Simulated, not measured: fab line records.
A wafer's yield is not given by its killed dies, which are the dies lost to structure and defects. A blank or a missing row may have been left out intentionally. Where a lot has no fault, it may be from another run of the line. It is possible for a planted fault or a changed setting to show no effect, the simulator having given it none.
One fault through the eyes of 2 desks + flow nand_harc + each desk holds nothing but its own numbers, with what lay behind them at the end

== THE METROLOGY DESK ==
Means of the sampled wafers that have a number, per lot and without regard to the tool the lot ran on: this is what the gauges read. Any lot whose mean is over 4 standard deviations away from the usual mean is out of limits and marked OUT; that distance is given in the brackets.
Columns: A = overlay_x_nm at NHARC_A_BONDPAD_OVL_MEAS_35, usual -1 nm; B = overlay_y_nm at NHARC_A_BONDPAD_OVL_MEAS_35, usual 0 nm
| lot  | first seen here | A  | B  |
|------|-----------------|----|----|
| L630 | day 22 16:53    | -4 | 4  |
| L632 | day 24 04:25    | 9  | 8  |
| L634 | day 24 17:49    | -5 | 1  |
| L635 | day 25 11:58    | -1 | -1 |
| L636 | day 25 23:05    | -1 | 2  |
| L639 | day 26 05:38    | 8  | 0  |
| L640 | day 27 00:36    | -9 | -5 |
| L641 | day 27 04:03    | -3 | 6  |
| L642 | day 28 08:19    | 1  | -8 |
| L643 | day 28 14:31    | 2  | 2  |
| L645 | day 29 09:05    | 0  | 0  |
| L646 | day 29 16:21    | 3  | 7  |
This desk's finding: nothing out of limits on any of the 12 lots.

== TOOL OWNER'S DESK, rie_diel-04 ==
The tool's own readings at NHARC_A_BONDPAD_ETCH_12 (etches the open film in CHF3/O2, target depth 220 nm, time 110 s): means of the sampled wafers that have a number, for each lot that ran on this tool. Any lot whose mean is over 4 standard deviations away from the usual mean is out of limits and marked OUT; that distance is given in the brackets.
Columns: A = drypump_motor_current_A at NHARC_A_BONDPAD_ETCH_12, usual 5.6 A; B = o2_flow_sccm at NHARC_A_BONDPAD_ETCH_12, usual 10.00 sccm; C = oes_product_au at NHARC_A_BONDPAD_ETCH_12, usual 0.947 a.u.; D = rf_fwd_power_W at NHARC_A_BONDPAD_ETCH_12, usual 496.8 W; E = rf_vpp_V at NHARC_A_BONDPAD_ETCH_12, usual 371.8 V; F = showerhead_plenum_p_Torr at NHARC_A_BONDPAD_ETCH_12, usual 2.45 Torr; G = throttle_valve_pct at NHARC_A_BONDPAD_ETCH_12, usual 20.573 %
| lot  | first seen here | A   | B     | C                | D               | E     | F    | G      |
|------|-----------------|-----|-------|------------------|-----------------|-------|------|--------|
| L630 | day 22 17:11    | 5.8 | 9.97  | 0.962            | 495.7           | 374.0 | 2.55 | 20.573 |
| L632 | day 24 04:44    | 5.7 | 9.98  | 0.972            | 498.2           | 374.0 | 2.53 | 20.585 |
| L635 | day 25 12:17    | 5.5 | 9.98  | 0.971            | 496.9           | 371.8 | 2.46 | 20.579 |
| L639 | day 26 05:56    | 5.7 | 10.01 | 0.958            | 496.6           | 373.3 | 2.53 | 20.561 |
| L641 | day 27 04:22    | 5.5 | 10.00 | 0.980            | 497.1           | 373.0 | 2.55 | 20.571 |
| L642 | day 28 08:37    | 5.3 | 9.99  | 0.958            | 497.2           | 372.6 | 2.48 | 20.581 |
| L643 | day 28 14:49    | 5.5 | 10.02 | 0.969            | 496.1           | 373.8 | 2.50 | 20.573 |
| L646 | day 29 16:43    | 5.7 | 10.00 | 0.854 (-4.4) OUT | 431.7 (-41) OUT | 373.5 | 2.52 | 20.566 |
This desk's verdict: out of limits on L646, starting with L646 at day 29 16:43 (oes_product_au at NHARC_A_BONDPAD_ETCH_12). L630, L632, L635, L639, L641, L642, L643: within limits.

== ALL TOGETHER ==
On L646, at day 29 16:43, an alarm was possible from the tool owner's desk.
Nothing out of limits was seen by the metrology desk.
The metrology desk holds a record of L646, inside its limits.
Every lot named ran NHARC_A_BONDPAD_ETCH_12 on rie_diel-04.

== WHAT HAD BEEN PUT IN BY THE SIMULATOR ==
rie_diel-04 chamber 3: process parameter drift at NHARC_A_BONDPAD_ETCH_12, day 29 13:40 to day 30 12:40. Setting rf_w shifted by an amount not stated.
Lots struck among those shown: L646.
Time in hours from fault onset to the first out-of-limits reading at each desk: the tool owner's desk, 3.
